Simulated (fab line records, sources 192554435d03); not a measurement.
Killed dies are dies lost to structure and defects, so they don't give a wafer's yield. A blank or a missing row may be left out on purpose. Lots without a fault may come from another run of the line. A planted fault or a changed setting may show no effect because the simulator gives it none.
Split-lot experiment | flow n5_finfet | 7 lots, 39 wafers read, on a route of 1938 steps

THE SPLIT
At N5_MOL_CONTACT_COAG_IMPLANT_129, the setting energy_kev was moved away from the recipe's 3 on 15 of the 39 wafers read, by -29.5% to +13.7%. The other wafers ran this setting at the recipe's value.

The reading is taken at the split's own step.

THE READING
implant.drp_nm (the simulator's own value, which no gauge read), in nm, at N5_MOL_CONTACT_COAG_IMPLANT_129. The file gives no usual value for it.

wafer  | tool, chamber at the split | energy_kev as run | against the recipe | implant.drp_nm, nm | against lot-mates on the recipe
L074.1 | implanter-01, 0            | 3.412             | +13.7%             | 2.311              | +0.177
L074.5 | implanter-01, 0            | 3.412             | +13.7%             | 2.311              | +0.177
L074.6 | implanter-01, 0            | 3.412             | +13.7%             | 2.311              | +0.177
L074.2 | implanter-01, 0            | 3                 | recipe             | 2.134              | -
L074.3 | implanter-01, 0            | 3                 | recipe             | 2.134              | -
L074.4 | implanter-01, 0            | 3                 | recipe             | 2.134              | -
L075.1 | implanter-02, 0            | 2.115             | -29.5%             | 1.72               | -0.414
L075.3 | implanter-02, 0            | 2.115             | -29.5%             | 1.72               | -0.414
L075.5 | implanter-02, 0            | 2.115             | -29.5%             | 1.72               | -0.414
L075.2 | implanter-02, 0            | 3                 | recipe             | 2.134              | -
L075.4 | implanter-02, 0            | 3                 | recipe             | 2.134              | -
L075.6 | implanter-02, 0            | 3                 | recipe             | 2.134              | -
L083.1 | implanter-02, 0            | 3.306             | +10.2%             | 2.266              | +0.132
L083.3 | implanter-02, 0            | 3.306             | +10.2%             | 2.266              | +0.132
L083.6 | implanter-02, 0            | 3.306             | +10.2%             | 2.266              | +0.132
L083.2 | implanter-02, 0            | 3                 | recipe             | 2.134              | -
L083.4 | implanter-02, 0            | 3                 | recipe             | 2.134              | -
L083.5 | implanter-02, 0            | 3                 | recipe             | 2.134              | -
L085.4 | implanter-02, 0            | 3                 | recipe             | 2.134              | -
L085.5 | implanter-02, 0            | 3                 | recipe             | 2.134              | -
L085.6 | implanter-02, 0            | 3                 | recipe             | 2.134              | -
L088.1 | implanter-01, 0            | 3                 | recipe             | 2.134              | -
L088.2 | implanter-01, 0            | 3                 | recipe             | 2.134              | -
L088.3 | implanter-01, 0            | 3                 | recipe             | 2.134              | -
L088.4 | implanter-01, 0            | 3                 | recipe             | 2.134              | -
L088.5 | implanter-01, 0            | 3                 | recipe             | 2.134              | -
L088.6 | implanter-01, 0            | 3                 | recipe             | 2.134              | -
L089.1 | implanter-02, 0            | 3                 | recipe             | 2.134              | -
L089.3 | implanter-02, 0            | 3                 | recipe             | 2.134              | -
L089.5 | implanter-02, 0            | 3                 | recipe             | 2.134              | -
L089.2 | implanter-02, 0            | 2.469             | -17.7%             | 1.892              | -0.242
L089.4 | implanter-02, 0            | 2.469             | -17.7%             | 1.892              | -0.242
L089.6 | implanter-02, 0            | 2.469             | -17.7%             | 1.892              | -0.242
L095.1 | implanter-02, 0            | 3                 | recipe             | 2.134              | -
L095.2 | implanter-02, 0            | 3                 | recipe             | 2.134              | -
L095.6 | implanter-02, 0            | 3                 | recipe             | 2.134              | -
L095.3 | implanter-02, 0            | 2.34              | -22.0%             | 1.83               | -0.304
L095.4 | implanter-02, 0            | 2.34              | -22.0%             | 1.83               | -0.304
L095.5 | implanter-02, 0            | 2.34              | -22.0%             | 1.83               | -0.304

THE FIT
A straight line over all 39 wafers: implant.drp_nm changes by +0.0137 nm for each +1% of energy_kev; r = +1.00; the points scatter about the line by 0.0042 nm.
The same after taking each lot's own level away (the mean of its wafers on the recipe; 39 wafers): +0.0137 nm for each +1%; r = +1.00; scatter 0.0042 nm.
On that fit, the largest move of energy_kev shifts the reading by 0.4 nm.
The lots' own levels span 2.1340 to 2.1340 nm.
So the lot-to-lot level changes the slope little: the two slopes agree.
Check: with one of the wafers moved furthest among these (-29.5%) left out of the fit, the line predicts -0.405 nm for it against its lot-mates. It came out at -0.414 nm against them.

OTHER SPLITS ON THESE WAFERS
These wafers also went through other splits before the reading. Each is held against what the fit with the lots' levels taken away leaves over:
other split on the same wafers             | wafers away from the commonest value | r with implant.drp_nm (lot level and that fit taken away)
N5_PMOS_HMC_CHANNEL_EPI_EPI_20 temp_c      | 15                                   | +0.03
N5_FIN_SAQP_MANDREL_ETCH_22 target_depth_a | 15                                   | -0.12
N5_DUMMY_GATE_ETCH_32 time_s               | 18                                   | +0.17

THE WHOLE CHAIN: every reading that the file lists as answering this split, in the file's order
step                            | what it does | reading                                                         | change (the file's fit)                | r (the file's)
N5_MOL_CONTACT_COAG_IMPLANT_129 |              | implant.rp_nm (the simulator's own value, which no gauge read)  | +0.0354 nm for each +1% of the setting | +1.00
N5_MOL_CONTACT_COAG_IMPLANT_129 |              | implant.drp_nm (the simulator's own value, which no gauge read) | +0.0138 nm for each +1% of the setting | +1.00

THE FILE'S OWN FIT
implant.drp_nm changes by +0.0138 nm for each +1% of energy_kev, r = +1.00.
